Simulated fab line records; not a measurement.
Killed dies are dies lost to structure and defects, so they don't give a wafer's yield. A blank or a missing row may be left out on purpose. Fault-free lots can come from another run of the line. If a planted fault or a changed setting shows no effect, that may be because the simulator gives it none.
fab line records	flow nandHarc
record lots=6	wafers=17	lastDay=34
route steps=1302 shown A_CHANNEL_HOLE_D2@583 END@1302
lots untouched by any fault: they come from a run of this same line in which no faults occurred
startH: the number of hours between the record's first day and the start of the first shown wafer of the lot	waitH: hours since the lot's step before	" the same as in the row above	L1.1+2: one row covering several wafers at once	- either no value or no given start	* or withheld: withheld	< > ~ a bound
route shown NAME@n: a module of which the file shows steps, and the number in the route of the first	usual: mean and standard deviation over wafers with no fault	same: alike in all rows	chamber/n: place in a boat	sites: readings site by site	_std_site: standard deviation across them	_edge_site: the outer-site mean with the inner-site mean subtracted	radiusMm: how far each site lies from the wafer's centre	mask NAME#n: copy n	behind: the most recent tool/chamber to have shaped the wafer	hold: reason for holding the lot/hours on hold/outcome of the hold	device: which transistor (n, p or np) failed to switch	end of line: the same wafers' tests at the end of the route	where a step has no rows: the recipe by itself	killed: not the wafer's yield, but the dies lost to structure and defects at the first sort	map: shows each die of a wafer: x if killed, . if not, _ if none is there
set.NAME: setting as actually run; set.NAME@STEP: the setting as run at that earlier step	model.NAME: the simulator's own value behind a step, which no gauge read
lots seen at some steps along the route; tables by step, rows by wafer
services: from which hour (startH, from the record's first day; less than 0 if before it) a tool's chamber was out of use, for how many hours, and why
## steps
# step NHARC_A_CHANNEL_HOLE_D2_OVL_MEAS_11
# usual overlayXNm=0.0/1	overlayYNm=0.0/0.9
lot.wafer	tool	chamber	startH	waitH	overlayXNm	overlayYNm
L497.3	overlay-02	-	320.31	-	-0.2	-1.5
L497.5	"	-	"	"	-0.1	-1.4
L497.6	"	-	"	"	0.1	-0.7
L504.1	overlay-02	-	399.39	-	1.8	-0.5
L504.2	"	-	"	"	1.7	-1.0
L504.6	"	-	"	"	1.9	-0.4
L505.1	overlay-01	-	409.92	-	-1.8	-0.6
L505.4	"	-	"	"	-1.9	-0.6
L513.2	overlay-01	-	484.39	-	0.1	-0.9
L513.5	"	-	"	"	1.2	-1.1
L513.6	"	-	"	"	0.6	-1.5
L515.2	overlay-02	-	515.77	-	-0.7	0.2
L515.4	"	-	"	"	-0.6	0.1
L515.5	"	-	"	"	-0.7	0.2
L516.3	overlay-01	-	520.33	-	-0.6	2.0
L516.4	"	-	"	"	-0.1	2.6
L516.6	"	-	"	"	-0.6	2.2
# step NHARC_A_CHANNEL_HOLE_D2_INSPECT_12
# usual rawDefectCount=32/23
lot.wafer	tool	chamber	startH	waitH	rawDefectCount
L497.3	defectInspect-01	-	320.35	0.0	10
L497.5	"	-	"	"	7
L497.6	"	-	"	"	4
L504.1	defectInspect-01	-	399.43	0.0	11
L504.2	"	-	"	"	7
L504.6	"	-	"	"	12
L505.1	defectInspect-02	-	409.95	0.0	58
L505.4	"	-	"	"	65
L513.2	defectInspect-01	-	484.42	0.0	22
L513.5	"	-	"	"	14
L513.6	"	-	"	"	12
L515.2	defectInspect-01	-	515.80	0.0	4
L515.4	"	-	"	"	2
L515.5	"	-	"	"	2
L516.3	defectInspect-01	-	520.37	0.0	2
L516.4	"	-	"	"	4
L516.6	"	-	"	"	3
# step NHARC_A_CHANNEL_HOLE_D2_DESCUM_15
# recipe timeS=3	o2FlowSccm=200	arFlowSccm=0	biasPowerW=0	chemistry=O2
# usual drypumpMotorCurrentA=5.6/0.49	oesProductAu=1.005/0.0093	rfVppV=57.9/0.98	showerheadPlenumPTorr=1.95/0.091	throttleValvePct=11.310/0.0091
lot.wafer	tool	chamber	startH	waitH	drypumpMotorCurrentA	oesProductAu	rfHoursCounterH	rfVppV	showerheadPlenumPTorr	throttleValvePct
L497.3	rieDiel-05	3	320.42	0.1	6.1	0.992	5.3	57.6	1.83	11.305
L497.6	"	2	"	"	5.5	1.005	-	58.4	2.03	11.316
L497.5	"	3	"	"	6.2	0.987	-	57.3	1.83	11.310
L504.1	rieDiel-12	2	399.50	0.1	5.4	1.006	8.3	56.5	1.83	11.292
L504.2	"	3	"	"	5.7	1.003	7.7	59.4	2.03	11.312
L504.6	"	1	"	"	4.9	0.993	-	57.8	1.95	11.307
L505.1	rieDiel-13	3	410.02	0.1	5.7	1.007	1.7	57.3	1.78	11.301
L505.4	"	0	"	"	6.3	1.003	1.8	59.0	2.02	11.316
L513.2	rieDiel-13	2	484.50	0.1	4.9	1.002	7.2	59.3	2.04	11.315
L513.6	"	0	"	"	6.3	1.001	-	56.9	2.01	11.305
L513.5	"	1	"	"	4.9	1.003	-	57.2	1.94	11.301
L515.4	rieDiel-05	2	515.87	0.1	5.5	0.996	4.1	57.3	2.02	11.312
L515.2	"	1	"	"	5.3	1.011	4.2	57.8	2.01	11.311
L515.5	"	2	"	"	5.5	1.016	-	59.8	2.02	11.301
L516.3	rieDiel-05	3	520.43	0.1	6.2	0.985	4.9	57.9	1.82	11.318
L516.4	"	0	"	"	5.8	0.998	4.7	58.9	1.96	11.312
L516.6	"	0	"	"	5.8	1.008	-	59.7	1.96	11.298
# step NHARC_A_CHANNEL_HOLE_D2_ETCH_38
# recipe targetDepthA=390	overEtchFrac=0.3	timeS=65	ionEnergyEv=80	cf4FlowSccm=150	arFlowSccm=0	rfW=300	biasW=100	chemistry=CF4
# step NHARC_A_CHANNEL_HOLE_D2_ETCH_39
# recipe targetDepthA=2600	overEtchFrac=0.3	timeS=325	ionEnergyEv=200	n2FlowSccm=150	h2FlowSccm=150	arFlowSccm=0	rfW=400	biasW=150	chemistry=N2/H2
# step NHARC_A_CHANNEL_HOLE_D2_ETCH_34
# recipe targetDepthA=1540	timeS=77	cf4FlowSccm=100	chf3FlowSccm=30	arFlowSccm=0	rfW=500	biasW=200	chemistry=CF4/CHF3
# step NHARC_A_CHANNEL_HOLE_D2_ETCH_16
# recipe targetDepthA=31000	overEtchFrac=0.3	timeS=806	ionEnergyEv=150	o2FlowSccm=400	cosFlowSccm=20	arFlowSccm=0	rfW=500	biasW=300	chemistry=O2/COS
# usual drypumpMotorCurrentA=5.6/0.48	oesProductAu=1.003/0.0093	rfVppV=314.9/2.2	showerheadPlenumPTorr=3.17/0.14	throttleValvePct=28.330/0.0089
lot.wafer	tool	chamber	startH	waitH	drypumpMotorCurrentA	oesProductAu	rfHoursCounterH	rfVppV	showerheadPlenumPTorr	throttleValvePct
L497.3	rieDiel-05	2	-	-	5.5	0.999	5.9	315.8	3.30	28.340
L497.5	"	1	"	"	5.3	0.990	-	316.1	3.28	28.329
L497.6	"	2	"	"	5.5	0.998	-	317.3	3.30	28.335
L504.2	rieDiel-12	3	-	-	5.7	1.011	8.0	317.5	3.29	28.345
L504.1	"	0	"	"	6.4	0.998	8.2	316.9	3.29	28.332
L504.6	"	1	"	"	5.0	0.988	-	314.2	3.18	28.328
L505.4	rieDiel-13	2	-	-	5.0	1.001	2.1	317.0	3.31	28.312
L505.1	"	0	"	"	6.3	0.997	2.2	315.9	3.28	28.320
L513.2	rieDiel-13	2	-	-	5.0	0.998	7.5	317.6	3.31	28.338
L513.6	"	2	"	"	5.0	1.006	-	317.4	3.31	28.315
L513.5	"	3	"	"	5.7	1.022	-	311.3	2.91	28.338
L515.4	rieDiel-05	3	-	-	6.2	1.010	4.5	312.3	2.98	28.335
L515.2	"	1	"	"	5.3	1.006	4.6	316.4	3.27	28.317
L515.5	"	2	"	"	5.5	0.999	-	317.3	3.29	28.318
L516.3	rieDiel-05	3	-	-	6.2	1.002	5.2	312.0	2.98	28.336
L516.4	"	1	"	"	5.3	1.006	5.0	315.8	3.27	28.337
L516.6	"	3	"	"	6.2	1.008	-	312.2	2.98	28.324
# step NHARC_A_CHANNEL_HOLE_D2_CD_MEAS_18
# usual cdNm=99.5/2.1
lot.wafer	tool	chamber	startH	waitH	cdNm
L497.3	cdSem-01	-	321.53	-	99.2
L497.5	"	-	"	"	96.4
L497.6	"	-	"	"	97.3
L504.1	cdSem-01	-	400.99	-	96.7
L504.2	"	-	"	"	99.4
L504.6	"	-	"	"	99.4
L505.1	cdSem-01	-	411.12	-	98.3
L505.4	"	-	"	"	96.9
L513.2	cdSem-03	-	485.60	-	100.6
L513.5	"	-	"	"	101.7
L513.6	"	-	"	"	100.8
L515.2	cdSem-02	-	516.98	-	100.5
L515.4	"	-	"	"	100.3
L515.5	"	-	"	"	99.4
L516.3	cdSem-01	-	521.54	-	100.6
L516.4	"	-	"	"	100.9
L516.6	"	-	"	"	101.8
# step NHARC_A_CHANNEL_HOLE_D2_ETCH_19
# recipe biasV=1200	sourceW=2500	pressureMtorr=15	timeS=34.5	arFlowSccm=375	c4f8FlowSccm=28.8	o2FlowSccm=96.2	tempC=-20	targetDepthA=*	chemistry=C4F8/O2/Ar
# step NHARC_A_CHANNEL_HOLE_D2_ETCH_20
# recipe biasV=3000	sourceW=withheld	pressureMtorr=20	timeS=361.9	arFlowSccm=375	c4f8FlowSccm=89.3	o2FlowSccm=35.7	tempC=-20	targetDepthA=16000	chemistry=C4F8/O2/Ar
# usual drypumpMotorCurrentA=5.6/0.59	heBacksideLeakSccm=6.3/0.61	showerheadPlenumPTorr=3.53/0.15	throttleValvePct=32.154/0.01
lot.wafer	tool	chamber	startH	waitH	drypumpMotorCurrentA	heBacksideLeakSccm	rfHoursCounterH	showerheadPlenumPTorr	throttleValvePct
L497.3	harEtch-02	0	321.87	0.2	5.7	6.2	-	3.48	32.158
L497.5	"	1	"	"	5.6	6.2	-	3.49	32.157
L497.6	"	0	"	"	5.7	6.4	-	3.48	32.158
L504.2	harEtch-01	0	406.22	0.1	6.4	6.0	224	3.51	32.162
L504.1	"	1	"	"	4.9	6.8	224	3.44	32.152
L504.6	"	1	"	"	5.0	6.9	-	3.44	32.148
L505.1	harEtch-01	1	411.30	0.1	4.9	6.7	228	3.44	32.153
L505.4	"	1	"	"	4.9	6.7	-	3.44	32.157
L513.2	harEtch-01	1	486.34	0.1	5.0	7.4	270	3.42	32.158
L513.5	"	0	"	"	6.4	6.3	-	3.49	32.143
L513.6	"	1	"	"	4.9	7.4	-	3.42	32.157
L515.2	harEtch-01	1	517.22	0.1	4.9	7.3	282	3.41	32.153
L515.4	"	0	"	"	6.3	6.1	-	3.48	32.161
L515.5	"	1	"	"	4.9	7.3	-	3.41	32.139
L516.3	harEtch-01	1	521.83	0.2	4.9	7.2	-	3.41	32.159
L516.4	"	0	"	"	6.4	6.3	-	3.48	32.174
L516.6	"	0	"	"	6.3	6.6	-	3.48	32.153
# step NHARC_A_CHANNEL_HOLE_D2_ETCH_21
# recipe biasV=3000	sourceW=withheld	pressureMtorr=20	timeS=514.3	arFlowSccm=375	c4f8FlowSccm=89.3	o2FlowSccm=35.7	tempC=-20	targetDepthA=16000	chemistry=C4F8/O2/Ar
# step NHARC_A_CHANNEL_HOLE_D2_ETCH_22
# recipe biasV=3000	sourceW=withheld	pressureMtorr=20	timeS=666.7	arFlowSccm=375	c4f8FlowSccm=89.3	o2FlowSccm=35.7	tempC=-20	targetDepthA=16000	chemistry=C4F8/O2/Ar
# step NHARC_A_CHANNEL_HOLE_D2_ETCH_23
# recipe biasV=5000	sourceW=withheld	pressureMtorr=20	timeS=819	arFlowSccm=375	c4f8FlowSccm=89.3	o2FlowSccm=35.7	tempC=-20	targetDepthA=16000	chemistry=C4F8/O2/Ar
# usual drypumpMotorCurrentA=5.6/0.59	heBacksideLeakSccm=6.5/0.95	showerheadPlenumPTorr=3.53/0.15	throttleValvePct=32.156/0.0089
lot.wafer	tool	chamber	startH	waitH	drypumpMotorCurrentA	heBacksideLeakSccm	rfHoursCounterH	showerheadPlenumPTorr	throttleValvePct
L497.3	harEtch-02	0	323.37	0.5	5.8	6.5	-	3.48	32.160
L497.5	"	1	"	"	5.5	6.2	-	3.49	32.142
L497.6	"	0	"	"	5.8	6.3	-	3.48	32.161
L504.2	harEtch-01	0	407.54	0.5	6.3	6.2	225	3.51	32.142
L504.1	"	1	"	"	4.9	6.7	225	3.44	32.151
L504.6	"	1	"	"	4.9	7.3	-	3.44	32.164
L505.1	harEtch-01	1	412.63	0.5	5.0	7.1	229	3.44	32.156
L505.4	"	1	"	"	4.9	11.2	-	3.44	32.160
L513.2	harEtch-01	1	487.73	0.5	4.9	7.3	271	3.42	32.169
L513.5	"	0	"	"	6.3	6.5	-	3.49	32.160
L513.6	"	1	"	"	4.9	7.2	-	3.42	32.157
L515.2	harEtch-01	1	518.60	0.5	4.9	6.7	283	3.41	32.153
L515.4	"	0	"	"	6.4	6.5	-	3.48	32.159
L515.5	"	1	"	"	4.9	7.0	-	3.41	32.139
L516.3	harEtch-01	1	523.27	0.5	4.9	7.5	-	3.41	32.175
L516.4	"	0	"	"	6.3	6.3	-	3.48	32.142
L516.6	"	0	"	"	6.3	6.2	-	3.48	32.173
# step NHARC_A_CHANNEL_HOLE_D2_ETCH_24
# recipe biasV=5000	sourceW=withheld	pressureMtorr=20	timeS=906.2	arFlowSccm=375	c4f8FlowSccm=93.8	o2FlowSccm=31.2	tempC=-20	targetDepthA=15000	chemistry=C4F8/O2/Ar
# step NHARC_A_CHANNEL_HOLE_D2_ETCH_25
# recipe biasV=5000	sourceW=withheld	pressureMtorr=20	timeS=1040.2	arFlowSccm=375	c4f8FlowSccm=93.8	o2FlowSccm=31.2	tempC=-20	targetDepthA=15000	chemistry=C4F8/O2/Ar
# step NHARC_A_CHANNEL_HOLE_D2_ETCH_26
# recipe biasV=300	sourceW=2000	pressureMtorr=30	timeS=224.1	arFlowSccm=375	c4f8FlowSccm=11.4	o2FlowSccm=113.6	tempC=-20	targetDepthA=3000	chemistry=C4F8/O2/Ar
# step NHARC_A_CHANNEL_HOLE_D2_ETCH_27
# recipe biasV=400	sourceW=2000	pressureMtorr=25	timeS=90	arFlowSccm=375	c4f8FlowSccm=41.7	o2FlowSccm=83.3	tempC=-20	targetDepthA=4000	chemistry=C4F8/O2/Ar
# usual drypumpMotorCurrentA=5.6/0.59	heBacksideLeakSccm=6.3/0.63	showerheadPlenumPTorr=3.56/0.15	throttleValvePct=27.620/0.0091
lot.wafer	tool	chamber	startH	waitH	drypumpMotorCurrentA	heBacksideLeakSccm	rfHoursCounterH	showerheadPlenumPTorr	throttleValvePct
L497.3	harEtch-02	0	325.64	0.2	5.7	5.4	-	3.51	27.622
L497.5	"	1	"	"	5.6	6.3	-	3.53	27.617
L497.6	"	0	"	"	5.7	6.1	-	3.51	27.626
L504.2	harEtch-01	0	410.08	0.2	6.3	6.2	228	3.54	27.620
L504.1	"	1	"	"	4.9	7.1	228	3.47	27.630
L504.6	"	1	"	"	5.0	6.8	-	3.47	27.632
L505.1	harEtch-01	1	415.19	0.2	5.0	7.1	232	3.47	27.622
L505.4	"	1	"	"	4.9	7.1	-	3.47	27.615
L513.2	harEtch-01	1	490.19	0.2	4.9	7.2	274	3.45	27.633
L513.5	"	0	"	"	6.3	6.2	-	3.52	27.607
L513.6	"	1	"	"	4.9	7.2	-	3.45	27.609
L515.2	harEtch-01	1	521.06	0.2	4.9	7.3	285	3.44	27.618
L515.4	"	0	"	"	6.4	6.1	-	3.51	27.627
L515.5	"	1	"	"	4.9	7.6	-	3.44	27.618
L516.3	harEtch-01	1	525.65	0.2	4.9	7.4	-	3.44	27.602
L516.4	"	0	"	"	6.4	6.4	-	3.51	27.615
L516.6	"	0	"	"	6.3	6.5	-	3.51	27.608
# step NHARC_A_CHANNEL_HOLE_D2_STRIP_41
# recipe n2FlowSccm=150	h2FlowSccm=150	arFlowSccm=0	biasW=0	chemistry=N2/H2
# step NHARC_A_CHANNEL_HOLE_D2_STRIP_42
# recipe cf4FlowSccm=100	chf3FlowSccm=30	arFlowSccm=0	biasW=0	chemistry=CF4/CHF3
# step NHARC_A_CHANNEL_HOLE_D2_STRIP_43
# recipe o2FlowSccm=400	cosFlowSccm=20	arFlowSccm=0	biasW=0	chemistry=O2/COS
# step NHARC_A_CHANNEL_HOLE_D2_ETCH_44
# recipe targetDepthA=1400	overetchA=140	timeS=77	ionEnergyEv=100	cf4FlowSccm=80	o2FlowSccm=20	arFlowSccm=0	rfW=300	biasW=100	chemistry=CF4/O2
# usual drypumpMotorCurrentA=5.6/0.5	oesProductAu=1.005/0.0095	rfVppV=198.1/1.5	showerheadPlenumPTorr=1.36/0.061	throttleValvePct=13.395/0.0083
lot.wafer	tool	chamber	startH	waitH	drypumpMotorCurrentA	oesProductAu	rfHoursCounterH	rfVppV	showerheadPlenumPTorr	throttleValvePct
L497.3	rieDiel-12	0	326.80	0.1	6.4	0.992	2.4	199.4	1.41	13.396
L497.6	"	2	"	"	5.4	1.008	-	197.1	1.28	13.395
L497.5	"	3	"	"	5.7	1.016	-	198.1	1.41	13.383
L504.2	rieDiel-12	1	410.85	0.1	5.0	0.986	9.1	197.9	1.36	13.401
L504.1	"	3	"	"	5.7	1.025	8.3	199.3	1.41	13.403
L504.6	"	0	"	"	6.4	0.996	-	197.7	1.41	13.399
L505.1	rieDiel-13	2	415.95	0.1	4.9	0.995	2.5	198.7	1.42	13.392
L505.4	"	0	"	"	6.3	1.004	2.4	198.6	1.40	13.391
L513.2	rieDiel-05	2	490.92	0.1	5.5	1.005	3.8	199.2	1.41	13.401
L513.5	"	3	"	"	6.1	1.014	-	197.6	1.27	13.400
L513.6	"	0	"	"	5.8	1.009	-	198.7	1.36	13.376
L515.2	rieDiel-12	3	521.77	0.1	5.7	1.020	5.5	198.1	1.41	13.394
L515.4	"	2	"	"	5.4	1.006	5.3	197.1	1.27	13.398
L515.5	"	3	"	"	5.7	1.008	-	198.1	1.41	13.408
L516.3	rieDiel-12	2	526.34	0.1	5.4	1.015	5.4	196.7	1.27	13.397
L516.4	"	3	"	"	5.7	1.028	5.6	200.6	1.41	13.393
L516.6	"	2	"	"	5.4	1.015	-	196.8	1.27	13.402
# step NHARC_A_CHANNEL_HOLE_D2_STRIP_28
# recipe o2FlowSccm=500	arFlowSccm=0	biasW=0	chemistry=O2
# step NHARC_A_CHANNEL_HOLE_D2_PRECLEAN_29
# recipe timeS=*	tempC=50	bathAgeMin=0	chemistry=SC1
# step NHARC_A_CHANNEL_HOLE_D2_SRD_30
# step NHARC_A_CHANNEL_HOLE_D2_CD_MEAS_31
# usual cdNm=90.1/1.3
lot.wafer	tool	chamber	startH	waitH	cdNm
L497.3	cdSem-01	-	327.58	-	90.1
L497.5	"	-	"	"	88.2
L497.6	"	-	"	"	90.5
L504.1	cdSem-01	-	411.81	0.1	88.3
L504.2	"	-	"	"	89.2
L504.6	"	-	"	"	87.8
L505.1	cdSem-02	-	416.75	-	92.6
L505.4	"	-	"	"	89.6
L513.2	cdSem-01	-	491.71	-	90.5
L513.5	"	-	"	"	89.3
L513.6	"	-	"	"	91.7
L515.2	cdSem-03	-	522.57	-	89.7
L515.4	"	-	"	"	90.5
L515.5	"	-	"	"	89.5
L516.3	cdSem-01	-	527.13	-	91.4
L516.4	"	-	"	"	90.2
L516.6	"	-	"	"	91.4
# step NHARC_A_CHANNEL_HOLE_D2_XSEM_32
# recipe landingEnergyEv=35000
# usual botCdNm=74.7/1.4	bowNm=8.64/0.26	tiltDeg=0.06/0.036
lot.wafer	tool	chamber	startH	waitH	botCdNm	bowNm	tiltDeg
L497.3	xsem-01	0	327.67	0.1	73.8	8.89	0.03
L497.5	"	0	"	"	71.3	8.87	0.03
L497.6	"	0	"	"	73.9	8.89	0.03
L504.1	xsem-02	0	411.90	0.1	73.4	9.17	0.04
L504.2	"	0	"	"	74.3	8.58	0.04
L504.6	"	0	"	"	72.8	9.22	0.04
L504.1	xsem-02	0	-	-	73.8	-	0.04
L504.2	"	0	"	"	73.9	-	0.04
L504.6	"	0	"	"	72.5	-	0.04
L505.1	xsem-02	0	416.84	0.1	76.6	9.65	0.02
L505.4	"	0	"	"	74.1	9.61	0.02
L505.1	xsem-02	0	-	-	77.9	-	0.07
L505.4	"	0	"	"	74.6	-	0.07
L513.2	xsem-01	0	491.79	0.1	75.1	8.82	0.10
L513.5	"	0	"	"	75.0	8.91	0.10
L513.6	"	0	"	"	76.8	8.75	0.10
L515.2	xsem-01	0	522.66	0.1	74.7	8.67	0.07
L515.4	"	0	"	"	75.7	8.68	0.07
L515.5	"	0	"	"	74.5	8.71	0.07
L516.3	xsem-01	0	527.22	0.1	74.9	8.75	0.03
L516.4	"	0	"	"	73.4	8.74	0.03
L516.6	"	0	"	"	74.9	8.69	0.03
# step NHARC_A_CHANNEL_HOLE_D2_INSPECT_40
# usual rawDefectCount=280/82
lot.wafer	tool	chamber	startH	waitH	rawDefectCount
L497.3	defectInspect-01	-	327.76	-	268
L497.5	"	-	"	"	237
L497.6	"	-	"	"	262
L504.1	defectInspect-02	-	413.70	-	306
L504.2	"	-	"	"	181
L504.6	"	-	"	"	320
L505.1	defectInspect-02	-	425.23	-	301
L505.4	"	-	"	"	291
L513.2	defectInspect-01	-	491.89	-	372
L513.5	"	-	"	"	593
L513.6	"	-	"	"	390
L515.2	defectInspect-01	-	522.75	-	396
L515.4	"	-	"	"	223
L515.5	"	-	"	"	207
L516.3	defectInspect-02	-	527.31	-	217
L516.4	"	-	"	"	241
L516.6	"	-	"	"	236
# step NHARC_END_SORT_01
# recipe tempC=25
# usual killedAtArray=41/10	killedAtOther=0.8/0.91	killedAtPeriphery=4.2/2.9	killedDies=46/10	killedOpen=3.5/2.1	killedShort=2.5/1.6
# same grossDies=677
lot.wafer	tool	chamber	startH	waitH	killedAtArray	killedAtOther	killedAtPeriphery	killedDies	killedOpen	killedShort
L497.3	prober-02	0	594.96	3.1	46	0	6	52	5	5
L497.5	prober-02	0	596.56	3.7	41	0	8	49	5	4
L497.6	prober-02	0	597.36	4.0	25	0	8	33	7	1
L505.1	prober-02	0	716.82	2.5	32	3	1	36	0	2
L505.4	prober-02	0	719.20	3.4	40	1	0	41	4	0
L513.2	prober-02	0	740.34	2.8	41	2	4	47	3	3
L513.5	prober-02	0	742.74	3.7	36	1	3	40	2	4
L513.6	prober-02	0	743.54	4.0	28	1	4	33	2	1
# killed by level:class
L497.3 A_CHANNEL_HOLE_D2:chamberFilmFlake=19 A_STAIRCASE:chamberFilmFlake=10 A_CHANNEL_HOLE_D1:chamberFilmFlake=3 A_CHANNEL_FILL_D1:geometricParticle:short=2 A_WL_FILL:geometricParticle:short=2 P_ZERO_WELL:chamberFilmFlake=2 P_BONDPAD:chamberFilmFlake=2 A_DECK1_JOINT:chamberFilmFlake=2
L497.5 A_CHANNEL_HOLE_D2:chamberFilmFlake=16 A_STAIRCASE:chamberFilmFlake=6 P_BONDPAD:chamberFilmFlake=5 A_CHANNEL_HOLE_D1:chamberFilmFlake=3 A_CONTACT:chamberFilmFlake=3 A_DECK1_JOINT:chamberFilmFlake=2 P_M0:geometricParticle:open=1 A_CHANNEL_HOLE_D1:geometricParticle:short=1
L497.6 A_CHANNEL_HOLE_D2:chamberFilmFlake=13 P_M0:geometricParticle:open=3 P_BONDPAD:chamberFilmFlake=2 A_CHANNEL_FILL_D2:chamberFilmFlake=2 A_STAIRCASE:chamberFilmFlake=2 A_CONTACT:chamberFilmFlake=2 P_GATE:geometricParticle:open=1 A_ONON_D2:geometricParticle:open=1
L505.1 A_CHANNEL_HOLE_D1:chamberFilmFlake=19 A_CHANNEL_HOLE_D2:chamberFilmFlake=8 THIN_TSV:chamberFilmFlake=3 A_CHANNEL_FILL_D1:geometricParticle:short=1 A_ONON_D2:geometricParticle:short=1 P_BONDPAD:chamberFilmFlake=1 A_CHANNEL_HOLE_D1:unspecified=1 A_WL_FILL:chamberFilmFlake=1
L505.4 A_CHANNEL_HOLE_D1:chamberFilmFlake=19 A_CHANNEL_HOLE_D2:chamberFilmFlake=11 A_CHANNEL_HOLE_D1:unspecified=4 A_CHANNEL_FILL_D2:geometricParticle:open=2 A_WL_FILL:chamberFilmFlake=2 A_SGD_CUT:geometricParticle:open=1 A_M1:geometricParticle:open=1 THIN_TSV:chamberFilmFlake=1
L513.2 A_CHANNEL_HOLE_D2:chamberFilmFlake=11 A_CHANNEL_HOLE_D1:chamberFilmFlake=10 A_STAIRCASE:chamberFilmFlake=5 A_SLIT:chamberFilmFlake=5 A_CONTACT:chamberFilmFlake=5 A_ONON_D1:geometricParticle:short=2 P_GATE:chamberFilmFlake=2 THIN_TSV:chamberFilmFlake=2
L513.5 A_CHANNEL_HOLE_D2:chamberFilmFlake=10 A_CONTACT:chamberFilmFlake=9 A_CHANNEL_HOLE_D1:chamberFilmFlake=4 A_SLIT:chamberFilmFlake=4 P_GATE:chamberFilmFlake=2 A_STAIRCASE:chamberFilmFlake=2 P_M0:geometricParticle:open=1 A_CHANNEL_HOLE_D1:geometricParticle:short=1
L513.6 A_CONTACT:chamberFilmFlake=8 A_CHANNEL_HOLE_D2:chamberFilmFlake=7 A_SLIT:chamberFilmFlake=4 A_CHANNEL_HOLE_D1:chamberFilmFlake=3 A_STAIRCASE:chamberFilmFlake=3 P_GATE:chamberFilmFlake=2 P_CONTACT:geometricParticle:open=1 A_ONON_D1:geometricParticle:short=1
## services
tool	chamber	startH	hours	kind
rieDiel-05	2	306.19	7.9	repair
rieDiel-05	0	312.10	-	clean
rieDiel-05	1	312.10	-	clean
rieDiel-05	3	312.10	-	clean
rieDiel-13	3	334.00	19.6	repair
rieDiel-05	0	337.18	-	clean
rieDiel-05	1	337.18	-	clean
rieDiel-05	2	337.18	-	clean
rieDiel-05	3	337.18	-	clean
rieDiel-13	-	342.00	9.0	pm
rieDiel-13	3	354.44	5.2	repair
rieDiel-12	0	360.93	4.0	repair
rieDiel-05	0	361.75	-	clean
rieDiel-05	1	361.75	-	clean
rieDiel-12	1	366.94	8.6	repair
xsem-01	-	374.00	14.0	pm
harEtch-02	-	377.47	17.0	pm
rieDiel-12	2	400.93	17.3	repair
rieDiel-05	-	406.60	9.0	pm
rieDiel-05	2	418.40	5.9	repair
rieDiel-12	0	420.51	59.8	repair
rieDiel-12	3	439.57	9.5	repair
rieDiel-12	-	446.43	9.0	pm
rieDiel-13	-	519.00	9.0	pm
## key
firstSign step=NHARC_A_CHANNEL_HOLE_D2_XSEM_32	reading=visit	direction=added
effect step=NHARC_A_CHANNEL_HOLE_D2_XSEM_32	reading=bowNm	direction=up	sigmas=3	usual=8.64	struck=9.41
metAt NHARC_A_CHANNEL_HOLE_D2_ETCH_23
struckWafers L504.1,L504.6,L505.1,L505.4
testerLeftOut L504,L505
fault kind=processParameterDrift	tool=harEtch-01	chamber=1	onsetH=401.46	steps=NHARC_A_CHANNEL_HOLE_D2_ETCH_23	channel=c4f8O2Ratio	offset=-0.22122	shape=step	endH=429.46	actsIn=theseRecipesOnly	stated=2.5
# testerLeftOut: of these lots the tester's yield and bins aren't shown, on N5 and GAA mostly nor the transistor test; their killed dies are dies lost to structure and defects alone, not to doping, threshold or leakage, so they don't give the yield
